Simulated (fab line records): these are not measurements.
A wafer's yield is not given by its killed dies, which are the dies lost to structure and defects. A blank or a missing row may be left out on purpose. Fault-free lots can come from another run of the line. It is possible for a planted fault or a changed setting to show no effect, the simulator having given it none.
fab line records    flow nandHarc
record lots=11  wafers=33  lastDay=24
route steps=1159 shown P_ZERO_WELL@19 P_STI@80 END@1159
lots that met no fault: from a run of the same line without faults
startH: start of the lot's first displayed wafer, in hours after the record's first day    waitH: hours from the lot's prior step to this one    " same as the row above    L1.1+2: a single row standing in for several wafers    - value missing, or start not given    * or withheld: withheld    < > ~ a bound
route shown NAME@n: names a module that has steps shown in the file, with the first one's number in the route    usual: average and standard deviation across the fault-free wafers    same: alike in all rows    chamber/n: place in a boat    sites: the reading at each site    _std_site: standard deviation of those values    _edge_site: mean of outer sites minus mean of inner sites    radiusMm: how far each site lies from the wafer's centre    mask NAME#n: copy n    behind: the tool/chamber that last shaped the wafer    hold: what put the lot on hold/how long, in hours/how the hold closed    device: names the non-switching transistor (n, p or np)    end of line: tests of these same wafers at the route's end    a step without rows: its recipe alone    killed: the dies lost at the first sort to structure and to defects; this is not the yield of the wafer    map: per-die view of a wafer (x killed, . not killed, _ where there is no die)
set.NAME: the setting as run; set.NAME@STEP: as run at that earlier step    model.NAME: the simulator's own value behind a step, which no gauge read
route steps across a sampled set of lots; one table per step, one row per wafer
services: when a tool's chamber went out of use (startH, in hours from the record's first day, below 0 if earlier), for how many hours, and the reason
## steps
# step NHARC_P_ZERO_WELL_ETCH_63
# recipe targetDepthA=1200  timeS=40.1  hbrFlowSccm=150  cl2FlowSccm=50  rfW=400  icpW=400  biasW=100  chemistry=HBr/Cl2
# usual drypumpMotorCurrentA=5.7/0.56  heBacksideLeakSccm=2.69/0.25  oesProductAu=0.999/0.0073  throttleValvePct=26.406/0.009
lot.wafer  tool      chamber  startH  waitH  drypumpMotorCurrentA  heBacksideLeakSccm  oesProductAu  rfHoursCounterH  throttleValvePct
L139.3     rieSi-01  1        19.66   -      6.0                   3.11                0.998         0.5              26.409
L139.6     "         1        "       "      6.0                   3.22                0.992         -                26.415
L139.5     "         0        "       "      5.4                   2.61                0.994         -                26.407
L140.4     rieSi-06  3        25.53   -      5.3                   2.60                1.006         0.1              26.428
L140.1     "         0        "       "      5.9                   2.50                1.005         0.0              26.402
L140.6     "         3        "       "      5.3                   2.45                1.008         -                26.390
L141.3     rieSi-06  1        31.65   -      6.7                   2.43                0.989         0.1              26.406
L141.1     "         3        "       "      5.3                   2.47                1.005         0.2              26.400
L141.5     "         2        "       "      5.2                   2.77                0.997         -                26.413
L144.2     rieSi-01  0        49.65   -      5.4                   2.65                0.989         0.8              26.417
L144.1     "         1        "       "      6.0                   2.86                0.992         0.7              26.410
L144.3     "         2        "       "      6.2                   2.75                1.002         0.9              26.414
L145.4     rieSi-02  1        55.68   -      5.5                   2.75                0.983         0.1              26.408
L145.3     "         2        "       "      6.7                   2.95                1.005         0.1              26.388
L145.6     "         1        "       "      5.5                   2.68                0.992         -                26.406
L146.4     rieSi-01  3        61.64   -      5.6                   2.48                0.988         0.9              26.395
L146.1     "         0        "       "      5.4                   2.53                0.992         0.9              26.402
L146.5     "         2        "       "      6.2                   2.71                0.995         -                26.414
L149.4     rieSi-01  1        79.67   -      6.0                   2.98                0.993         1.1              26.408
L149.5     "         1        "       "      6.0                   3.10                1.000         -                26.405
L149.6     "         2        "       "      6.2                   2.64                1.004         -                26.411
L153.1     rieSi-02  0        104.04  -      5.0                   2.58                1.001         0.5              26.419
L153.3     "         2        "       "      6.7                   3.05                1.002         0.6              26.412
L153.6     "         1        "       "      5.5                   2.72                0.994         -                26.401
L154.2     rieSi-01  3        109.67  -      5.6                   2.44                0.988         1.2              26.403
L154.4     "         2        "       "      6.2                   2.83                0.992         1.5              26.416
L154.5     "         0        "       "      5.4                   2.62                0.986         -                26.426
L158.1     rieSi-02  3        133.79  -      5.1                   2.82                0.995         0.9              26.413
L158.4     "         0        "       "      5.0                   2.39                0.996         0.9              26.400
L158.6     "         3        "       "      5.1                   2.97                0.993         -                26.401
L159.2     rieSi-02  3        139.66  -      5.1                   2.87                0.997         0.9              26.405
L159.4     "         0        "       "      5.0                   2.63                0.984         0.9              26.424
L159.6     "         0        "       "      5.0                   2.55                1.002         -                26.392
# step NHARC_P_STI_EXPOSE_06
# recipe na=0.55  targetCdNm=200  doseMj=37.69  maskId=P_STI
# usual exposureDoseMJCm2=37.72/0.081
lot.wafer  tool           chamber  startH  waitH  mask     exposureDoseMJCm2
L139.3     krfScanner-01  0        42.74   -      P_STI#0  37.82
L139.5     "              0        "       "      P_STI#0  37.70
L139.6     "              0        "       "      P_STI#0  37.75
L141.1     krfScanner-01  0        49.89   -      P_STI#0  37.86
L141.3     "              0        "       "      P_STI#0  37.81
L141.5     "              0        "       "      P_STI#0  37.87
L140.1     krfScanner-01  0        49.92   -      P_STI#0  37.82
L140.4     "              0        "       "      P_STI#0  37.89
L140.6     "              0        "       "      P_STI#0  37.86
L144.1     krfScanner-01  0        71.18   -      P_STI#0  24.15
L144.2     "              0        "       "      P_STI#0  24.13
L144.3     "              0        "       "      P_STI#0  24.06
L145.3     krfScanner-02  0        78.87   -      P_STI#0  37.70
L145.4     "              0        "       "      P_STI#0  37.69
L145.6     "              0        "       "      P_STI#0  37.65
L146.1     krfScanner-01  0        82.72   -      P_STI#0  26.90
L146.4     "              0        "       "      P_STI#0  26.85
L146.5     "              0        "       "      P_STI#0  26.79
L149.4     krfScanner-01  0        100.46  -      P_STI#0  27.76
L149.5     "              0        "       "      P_STI#0  27.72
L149.6     "              0        "       "      P_STI#0  27.81
L153.1     krfScanner-02  0        133.01  -      P_STI#0  37.60
L153.3     "              0        "       "      P_STI#0  37.71
L153.6     "              0        "       "      P_STI#0  37.66
L154.2     krfScanner-02  0        133.05  -      P_STI#0  37.68
L154.4     "              0        "       "      P_STI#0  37.66
L154.5     "              0        "       "      P_STI#0  37.71
L158.1     krfScanner-02  0        154.85  -      P_STI#0  37.62
L158.4     "              0        "       "      P_STI#0  37.63
L158.6     "              0        "       "      P_STI#0  37.66
L159.2     krfScanner-03  0        160.61  -      P_STI#0  37.65
L159.4     "              0        "       "      P_STI#0  37.69
L159.6     "              0        "       "      P_STI#0  37.63
# step NHARC_P_STI_CD_MEAS_09
# recipe targetCdNm=200  landingEnergyEv=500
# usual cdNm=199.8/1.6
lot.wafer  tool      chamber  startH  waitH  cdNm
L139.3     cdSem-02  0        42.90   -      196.9
L139.5     "         0        "       "      198.9
L139.6     "         0        "       "      198.7
L141.1     cdSem-01  0        50.04   -      200.9
L141.3     "         0        "       "      199.0
L141.5     "         0        "       "      200.0
L140.1     cdSem-01  0        50.07   -      200.7
L140.4     "         0        "       "      200.8
L140.6     "         0        "       "      199.4
L144.1     cdSem-03  0        71.33   -      100.7
L144.2     "         0        "       "      102.8
L144.3     "         0        "       "      102.8
L145.3     cdSem-03  0        79.01   -      200.0
L145.4     "         0        "       "      198.4
L145.6     "         0        "       "      197.6
L146.1     cdSem-01  0        82.87   -      123.1
L146.4     "         0        "       "      125.7
L146.5     "         0        "       "      126.0
L149.4     cdSem-03  0        100.61  -      131.4
L149.5     "         0        "       "      131.7
L149.6     "         0        "       "      133.2
L153.1     cdSem-02  0        133.17  -      200.7
L153.3     "         0        "       "      199.2
L153.6     "         0        "       "      199.2
L154.2     cdSem-01  0        133.20  -      199.1
L154.4     "         0        "       "      199.8
L154.5     "         0        "       "      197.6
L158.1     cdSem-03  0        155.00  -      201.0
L158.4     "         0        "       "      201.6
L158.6     "         0        "       "      202.4
L159.2     cdSem-03  0        160.77  -      198.5
L159.4     "         0        "       "      200.9
L159.6     "         0        "       "      198.7
# step NHARC_P_STI_OVL_MEAS_10
# usual overlayXNm=-1/5.9  overlayYNm=2/7.2
lot.wafer  tool        chamber  startH  waitH  overlayXNm  overlayYNm
L139.3     overlay-01  -        42.98   -      -8          7
L139.5     "           -        "       "      -8          8
L139.6     "           -        "       "      -8          7
L141.1     overlay-02  -        50.12   -      -11         6
L141.3     "           -        "       "      -11         6
L141.5     "           -        "       "      -11         6
L140.1     overlay-01  -        50.16   -      -5          -1
L140.4     "           -        "       "      -6          0
L140.6     "           -        "       "      -6          0
L144.1     overlay-01  -        71.42   -      2           0
L144.2     "           -        "       "      2           0
L144.3     "           -        "       "      3           0
L145.3     overlay-02  -        79.10   -      1           2
L145.4     "           -        "       "      1           2
L145.6     "           -        "       "      1           2
L146.1     overlay-01  -        82.96   -      -2          -14
L146.4     "           -        "       "      -2          -13
L146.5     "           -        "       "      -2          -14
L149.4     overlay-02  -        100.70  -      2           15
L149.5     "           -        "       "      2           14
L149.6     "           -        "       "      2           14
L153.1     overlay-01  -        133.25  -      0           -6
L153.3     "           -        "       "      1           -5
L153.6     "           -        "       "      1           -6
L154.2     overlay-02  -        133.29  -      9           -8
L154.4     "           -        "       "      9           -8
L154.5     "           -        "       "      9           -8
L158.1     overlay-02  -        155.09  -      -4          8
L158.4     "           -        "       "      -3          8
L158.6     "           -        "       "      -4          7
L159.2     overlay-01  -        160.85  -      -5          -5
L159.4     "           -        "       "      -5          -5
L159.6     "           -        "       "      -5          -5
# step NHARC_P_STI_ETCH_31
# recipe targetDepthA=1089  timeS=54.5  cf4FlowSccm=100  chf3FlowSccm=30  arFlowSccm=0  rfW=500  biasW=200  chemistry=CF4/CHF3
# usual drypumpMotorCurrentA=5.6/0.45  oesProductAu=0.967/0.012  rfVppV=371.5/2  showerheadPlenumPTorr=1.60/0.056  throttleValvePct=16.802/0.01
lot.wafer  tool        chamber  startH  waitH  drypumpMotorCurrentA  oesProductAu  rfHoursCounterH  rfVppV  showerheadPlenumPTorr  throttleValvePct
L139.3     rieDiel-07  3        -       -      5.8                   0.981         3.5              371.2   1.59                   16.791
L139.6     "           3        "       "      5.7                   0.982         -                370.8   1.59                   16.797
L139.5     "           0        "       "      6.2                   0.960         -                371.2   1.59                   16.791
L141.3     rieDiel-06  2        -       -      6.3                   0.979         4.4              370.1   1.56                   16.796
L141.1     "           0        "       "      4.8                   0.952         5.2              371.0   1.58                   16.795
L141.5     "           2        "       "      6.2                   0.973         -                370.0   1.56                   16.815
L140.4     rieDiel-01  1        -       -      5.4                   0.954         4.6              372.5   1.59                   16.803
L140.1     "           3        "       "      5.4                   0.961         4.9              372.4   1.60                   16.812
L140.6     "           0        "       "      5.5                   0.968         -                374.6   1.68                   16.793
L144.1     rieDiel-07  3        -       -      5.8                   0.955         0.1              371.7   1.59                   16.804
L144.2     "           0        "       "      6.3                   0.958         0.1              371.0   1.59                   16.792
L144.3     "           1        "       "      6.3                   0.980         0.1              370.3   1.53                   16.802
L145.3     rieDiel-01  3        -       -      5.4                   0.968         6.0              370.7   1.60                   16.802
L145.4     "           0        "       "      5.5                   0.975         6.2              373.8   1.68                   16.801
L145.6     "           3        "       "      5.4                   0.964         -                371.7   1.60                   16.797
L146.4     rieDiel-06  1        -       -      5.8                   0.978         0.2              366.9   1.49                   16.813
L146.1     "           3        "       "      5.3                   0.971         0.1              370.3   1.60                   16.795
L146.5     "           1        "       "      5.8                   0.979         -                367.9   1.49                   16.791
L149.4     rieDiel-07  0        -       -      6.2                   0.949         0.7              371.8   1.59                   16.804
L149.6     "           1        "       "      6.3                   0.972         -                367.8   1.53                   16.809
L149.5     "           2        "       "      5.1                   0.981         -                374.0   1.64                   16.804
L153.3     rieDiel-06  1        -       -      5.8                   0.957         2.2              368.2   1.49                   16.795
L153.1     "           2        "       "      6.3                   0.977         1.8              370.6   1.56                   16.803
L153.6     "           0        "       "      4.8                   0.964         -                370.6   1.58                   16.804
L154.4     rieDiel-01  2        -       -      5.3                   0.984         9.0              373.7   1.69                   16.778
L154.2     "           3        "       "      5.4                   0.984         9.8              372.0   1.60                   16.780
L154.5     "           0        "       "      5.5                   0.960         -                373.9   1.68                   16.808
L158.4     rieDiel-07  3        -       -      5.8                   0.967         2.0              372.5   1.59                   16.797
L158.1     "           2        "       "      5.1                   0.969         2.1              372.2   1.64                   16.801
L158.6     "           3        "       "      5.7                   0.969         -                371.4   1.59                   16.794
L159.2     rieDiel-01  2        161.28  0.1    5.3                   0.936         0.8              374.2   1.69                   16.804
L159.4     "           2        "       "      5.3                   0.943         -                374.1   1.69                   16.809
L159.6     "           2        "       "      5.3                   0.946         -                373.8   1.69                   16.826
# step NHARC_P_STI_OCD_MEAS_17
# usual trenchFootCdNm=157.9/1.6
lot.wafer  tool    chamber  startH  waitH  trenchFootCdNm
L139.3     ocd-01  -        43.68   0.1    155.3
L139.5     "       -        "       "      157.2
L139.6     "       -        "       "      157.5
L141.1     ocd-01  -        50.82   0.1    158.2
L141.3     "       -        "       "      156.8
L141.5     "       -        "       "      157.4
L140.1     ocd-02  -        50.86   0.1    158.9
L140.4     "       -        "       "      158.3
L140.6     "       -        "       "      156.9
L144.1     ocd-01  -        72.12   0.1    58.1
L144.2     "       -        "       "      61.3
L144.3     "       -        "       "      60.4
L145.3     ocd-02  -        79.80   0.1    157.7
L145.4     "       -        "       "      156.6
L145.6     "       -        "       "      155.3
L146.1     ocd-02  -        83.66   0.1    80.4
L146.4     "       -        "       "      83.7
L146.5     "       -        "       "      83.6
L149.4     ocd-01  -        101.41  0.1    89.0
L149.5     "       -        "       "      90.1
L149.6     "       -        "       "      91.0
L153.1     ocd-01  -        133.95  0.1    159.4
L153.3     "       -        "       "      157.7
L153.6     "       -        "       "      157.3
L154.2     ocd-02  -        134.00  0.1    157.3
L154.4     "       -        "       "      158.7
L154.5     "       -        "       "      156.3
L158.1     ocd-02  -        155.79  0.1    159.2
L158.4     "       -        "       "      160.3
L158.6     "       -        "       "      160.5
L159.2     ocd-02  -        161.67  0.1    156.9
L159.4     "       -        "       "      160.2
L159.6     "       -        "       "      156.9
# step NHARC_P_STI_OCD_MEAS_43
# usual trenchFootCdNm=157.9/1.6
lot.wafer  tool    chamber  startH  waitH  trenchFootCdNm
L139.3     ocd-02  -        44.19   -      155.2
L139.5     "       -        "       "      157.0
L139.6     "       -        "       "      157.5
L141.1     ocd-01  -        51.33   -      158.2
L141.3     "       -        "       "      156.2
L141.5     "       -        "       "      157.7
L140.1     ocd-02  -        51.37   -      159.4
L140.4     "       -        "       "      158.4
L140.6     "       -        "       "      157.0
L144.1     ocd-02  -        72.62   -      58.5
L144.2     "       -        "       "      61.0
L144.3     "       -        "       "      59.9
L145.3     ocd-01  -        80.31   -      158.0
L145.4     "       -        "       "      157.0
L145.6     "       -        "       "      155.1
L146.1     ocd-01  -        84.17   -      80.6
L146.4     "       -        "       "      84.2
L146.5     "       -        "       "      84.0
L149.4     ocd-02  -        101.92  -      88.9
L149.5     "       -        "       "      89.2
L149.6     "       -        "       "      90.4
L153.1     ocd-01  -        134.46  -      159.7
L153.3     "       -        "       "      157.2
L153.6     "       -        "       "      157.8
L154.2     ocd-02  -        134.50  -      157.3
L154.4     "       -        "       "      158.6
L154.5     "       -        "       "      156.9
L158.1     ocd-01  -        156.30  -      159.4
L158.4     "       -        "       "      161.0
L158.6     "       -        "       "      161.1
L159.2     ocd-01  -        162.18  -      156.6
L159.4     "       -        "       "      159.2
L159.6     "       -        "       "      156.9
# step NHARC_END_SORT_01
# recipe tempC=25
# usual killedAtArray=25/9.8  killedAtOther=0.8/1.1  killedAtPeriphery=3.3/2.1  killedDies=29/10  killedOpen=3.3/1.8  killedShort=1.9/1.4
# same grossDies=677
lot.wafer  tool       chamber  startH  waitH  killedAtArray  killedAtOther  killedAtPeriphery  killedDies  killedOpen  killedShort
L144.1     prober-02  0        488.18  2.5    22             0              655                677         2           2
L144.2     prober-02  0        488.99  2.8    23             2              652                677         1           2
L144.3     prober-02  0        489.80  3.1    24             1              652                677         6           2
L146.1     prober-01  0        502.11  2.5    19             0              658                677         1           0
L146.4     prober-01  0        504.49  3.4    26             0              651                677         4           1
L146.5     prober-01  0        505.28  3.7    19             0              658                677         2           2
L149.4     prober-01  0        542.82  3.4    24             1              652                677         3           5
L149.5     prober-01  0        543.61  3.7    27             1              649                677         5           1
L149.6     prober-01  0        544.41  4.0    23             0              654                677         3           0
# killed by level:class
L144.1 P_STI:areaExpose=653 A_CHANNEL_HOLE_D1:chamberFilmFlake=9 A_STAIRCASE:chamberFilmFlake=6 A_CONTACT:chamberFilmFlake=3 P_STI:geometricParticle:open=1 A_CHANNEL_FILL_D1:geometricParticle:open=1 A_SGD_CUT:geometricParticle:short=1 A_WL_FILL:geometricParticle:short=1
L144.2 P_STI:areaExpose=649 A_CHANNEL_HOLE_D1:chamberFilmFlake=14 A_STAIRCASE:chamberFilmFlake=4 A_WL_FILL:chamberFilmFlake=3 THIN_TSV:chamberFilmFlake=2 P_STI:geometricParticle:short=1 P_GATE:geometricParticle:open=1 A_M0:geometricParticle:short=1
L144.3 P_STI:areaExpose=646 A_CHANNEL_HOLE_D1:chamberFilmFlake=10 A_STAIRCASE:chamberFilmFlake=5 P_STI:chamberFilmFlake=4 P_CONTACT:geometricParticle:open=2 A_SGD_CUT:geometricParticle:short=2 A_BLC:geometricParticle:open=2 A_CONTACT:chamberFilmFlake=2
L146.1 P_STI:areaExpose=654 A_CONTACT:chamberFilmFlake=6 A_CHANNEL_FILL_D1:chamberFilmFlake=5 A_CHANNEL_HOLE_D1:chamberFilmFlake=4 P_STI:chamberFilmFlake=3 A_STAIRCASE:chamberFilmFlake=3 A_CONTACT:geometricParticle:open=1 P_GATE:chamberFilmFlake=1
L146.4 P_STI:areaExpose=645 A_STAIRCASE:chamberFilmFlake=8 A_CONTACT:chamberFilmFlake=7 P_CONTACT:chamberFilmFlake=4 A_CHANNEL_HOLE_D1:chamberFilmFlake=3 A_ONON_D1:geometricParticle:open=2 P_GATE:chamberFilmFlake=2 A_ZERO_WELL:chamberFilmFlake=2
L146.5 P_STI:areaExpose=653 A_STAIRCASE:chamberFilmFlake=5 A_CHANNEL_HOLE_D1:chamberFilmFlake=4 P_CONTACT:chamberFilmFlake=3 A_CONTACT:chamberFilmFlake=3 P_STI:chamberFilmFlake=2 A_CHANNEL_FILL_D1:chamberFilmFlake=2 A_CHANNEL_FILL_D1:geometricParticle:short=1
L149.4 P_STI:areaExpose=646 A_CHANNEL_HOLE_D1:chamberFilmFlake=18 A_WL_FILL:geometricParticle:short=2 P_STI:chamberFilmFlake=2 P_STI:geometricParticle:short=1 P_CONTACT:geometricParticle:open=1 P_M0:geometricParticle:open=1 P_M2:geometricParticle:open=1
L149.5 P_STI:areaExpose=645 A_CHANNEL_HOLE_D1:chamberFilmFlake=19 A_CONTACT:geometricParticle:open=2 P_STI:chamberFilmFlake=2 A_M1:chamberFilmFlake=2 P_CONTACT:geometricParticle:open=1 P_M0:geometricParticle:open=1 A_ONON_D1:geometricParticle:open=1
L149.6 P_STI:areaExpose=652 A_CHANNEL_HOLE_D1:chamberFilmFlake=12 A_STAIRCASE:chamberFilmFlake=6 P_M0:geometricParticle:open=1 A_CHANNEL_HOLE_D1:geometricParticle:open=1 A_BLC:geometricParticle:open=1 P_GATE:chamberFilmFlake=1 A_SLIT:chamberFilmFlake=1
## services
tool           chamber  startH  hours  kind
rieSi-06       1        3.47    3.2    repair
rieSi-01       3        11.25   12.1   repair
rieDiel-06     0        13.41   5.6    repair
rieDiel-06     2        26.57   11.1   repair
rieDiel-01     1        27.82   10.5   repair
rieDiel-07     -        30.15   0.3    repair
rieSi-02       -        34.00   9.0    pm
krfScanner-02  -        38.04   4.0    pm
rieDiel-07     -        51.20   9.0    pm
rieSi-01       0        51.22   1.5    repair
rieDiel-01     2        52.52   8.0    repair
rieDiel-06     -        64.20   9.0    pm
krfScanner-01  -        84.00   4.0    pm
rieSi-01       2        87.95   3.9    repair
rieDiel-01     -        92.26   1.7    repair
rieDiel-01     2        95.81   3.3    repair
rieSi-01       3        102.87  1.9    repair
rieSi-01       -        105.45  2.9    repair
rieDiel-06     2        112.25  7.4    repair
krfScanner-01  -        114.01  4.0    repair
rieSi-01       -        127.00  9.0    pm
rieDiel-06     2        137.44  7.2    repair
rieDiel-01     -        137.80  9.0    pm
rieDiel-01     1        156.94  8.5    repair
## key
firstSign step=NHARC_P_STI_EXPOSE_06  reading=exposureDoseMJCm2  direction=down  sigmas=99+  usual=37.72  struck=26.24
effect step=NHARC_P_STI_CD_MEAS_09  reading=cdNm  direction=down  sigmas=49  usual=199.8  struck=119.7  through=controlLoop
effect step=NHARC_P_STI_OCD_MEAS_17  reading=trenchFootCdNm  direction=down  sigmas=51  usual=157.9  struck=77.5  through=controlLoop
effect step=NHARC_P_STI_OCD_MEAS_43  reading=trenchFootCdNm  direction=down  sigmas=50  usual=157.9  struck=77.4  through=controlLoop
effect step=NHARC_END_SORT_01  reading=killedAtPeriphery  direction=up  sigmas=99+  usual=3.3  struck=653.4
moreKillsBornAt NHARC_P_STI_EXPOSE_06@krfScanner-01=5843
metAt NHARC_P_STI_EXPOSE_06
struckLots L144,L146,L149
laterRowsLeftOut L144.1,L144.2,L144.3,L146.1,L146.4,L146.5,L149.4,L149.5,L149.6
testerLeftOut L144,L146,L149
loopTrim step=NHARC_P_STI_EXPOSE_06  setting=dose  lots=L146,L149
notActingAt NHARC_P_ZERO_WELL_ETCH_63,NHARC_P_STI_OVL_MEAS_10,NHARC_P_STI_ETCH_31
onsetBetween 49.92 71.18
fault kind=processParameterDrift  tool=krfScanner-01  chamber=-  onsetH=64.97  steps=NHARC_P_STI_EXPOSE_06  channel=doseMj  offset=-13.685  shape=step  actsIn=theseRecipesOnly  stated=37.69
# testerLeftOut: of these lots the tester's yield and bins aren't shown, on N5 and GAA mostly nor the transistor test; their killed dies are dies lost to structure and defects alone, not to doping, threshold or leakage, so they don't give the yield
# laterRowsLeftOut: the simulator's readings of these wafers behind a module that went badly wrong aren't trusted and aren't shown, but for the sort
# loopTrim: a control loop set the setting to another value than it would have without faults
